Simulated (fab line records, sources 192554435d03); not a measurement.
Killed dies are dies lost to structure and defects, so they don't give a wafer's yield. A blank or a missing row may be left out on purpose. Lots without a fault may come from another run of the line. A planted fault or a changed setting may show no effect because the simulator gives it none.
Problem report in the 8D (eight disciplines) form, filled by code | flow n5_finfet | the parts of the form that need people (team, actions taken, sign-off) are left out

1. THE PROBLEM
rf_fwd_power_W at N5_HKMG_FIN_ETCH_58 reads a mean of 1084.0 W on 6 wafers of 2 lots; wafers without a fault read 874.0 W with a standard deviation of 2.6. That is +81 standard deviations from the usual mean.
The step: etches SOC in N2/H2, target depth 215.8 nm, time 741 s.
First seen on wafer L606.1, day 7 23:18, on rie_diel-02. The record holds 18 wafers of 6 lots with a number at this step. Rule for "out", or "out of limits": more than 4 standard deviations from the usual mean. The other wafers with a number count as sound.

2. WHAT IT IS AND WHAT IT IS NOT
question                    | is                       | is not
which readings at this step | rf_fwd_power_W, rf_vpp_V | showerhead_plenum_p_Torr, throttle_valve_pct
which lots                  | L606, L611               | L597, L601, L604, L613
which wafers of those lots  | all that have a number   | -
read on which tools         | rie_diel-02              | rie_diel-01
when                        | from day 7 23:18         | up to then (9 sound wafers); but 3 sound wafers of L613 came after

3. SUSPECTS, AND WHAT RULES EACH OUT
Counting: a tool at a process step up to the reading stays a suspect if it ran every lot that is out and no sound lot after the first of them.
- rie_diel-02 at N5_HKMG_FIN_DESCUM_53 (chemistry O2, time 7.9 s): kept. It ran every lot that is out, first L606 (day 7 23:00), and no sound lot after that; its last sound lot up to then is L604 (day 7 12:41).
- rie_diel-02 at N5_HKMG_FIN_ETCH_54 (etches SiARC in CF4, target depth 45.5 nm, time 75.8 s): kept. It ran every lot that is out, first L606 (day 7 23:02), and no sound lot after that; its last sound lot up to then is L604 (day 7 12:43).
- rie_diel-02 at N5_HKMG_FIN_ETCH_55 (etches SOC in N2/H2, target depth 240 nm, time 300 s): kept. It ran every lot that is out, first L606 (day 7 23:05), and no sound lot after that; its last sound lot up to then is L604 (day 7 12:46).
- rie_diel-02 at N5_HKMG_FIN_STRIP_57 (strips in CF4): kept. It ran every lot that is out, first L606 (day 7 23:17), and no sound lot after that; its last sound lot up to then is L604 (day 7 12:58).
- rie_diel-02 at N5_HKMG_FIN_ETCH_58 (etches SOC in N2/H2, target depth 215.8 nm, time 741 s): kept. It ran every lot that is out, first L606 (day 7 23:18), and no sound lot after that; its last sound lot up to then is L604 (day 7 12:59). Its own readings are out on those wafers: rf_fwd_power_W, rf_vpp_V.
Left after counting: rie_diel-02 at N5_HKMG_FIN_DESCUM_53, rie_diel-02 at N5_HKMG_FIN_ETCH_54, rie_diel-02 at N5_HKMG_FIN_ETCH_55, rie_diel-02 at N5_HKMG_FIN_STRIP_57, rie_diel-02 at N5_HKMG_FIN_ETCH_58.

4. THE CAUSE (what the simulator had put in)
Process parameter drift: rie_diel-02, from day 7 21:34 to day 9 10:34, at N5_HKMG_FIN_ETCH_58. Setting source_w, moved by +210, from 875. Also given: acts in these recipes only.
Counting left 5 suspects, and this tool is among them.

5. THE CHAIN OF EFFECTS, in route order
Each row: a reading whose mean over the struck wafers that have a number lies more than 3 standard deviations from the usual. Only readings for which the record gives a usual standard deviation are gone through. hours: the time from each lot's start at the first step in this table that gives one to its start at this step, as a median over the lots. sigmas: the change in usual standard deviations.
hours | step                | reading        | usual   | on struck wafers | change | sigmas
0     | N5_HKMG_FIN_ETCH_58 | rf_fwd_power_W | 874.0 W | 1084.0           | +210.0 | +81
0     | N5_HKMG_FIN_ETCH_58 | rf_vpp_V       | 99.2 V  | 91.7             | -7.5   | -9.3
The process steps in it:
- N5_HKMG_FIN_ETCH_58: etches SOC in N2/H2, target depth 215.8 nm, time 741 s.
Later measuring or inspecting steps at which every struck wafer that the step has a row for has a number for every such reading, and none has moved that far: N5_BEOL_M4_RC_MEAS_101.

6. WHAT WOULD HAVE CAUGHT IT SOONER
In this record the first reading out of limits was taken at day 7 23:18, 2 hours after the fault began at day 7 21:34.
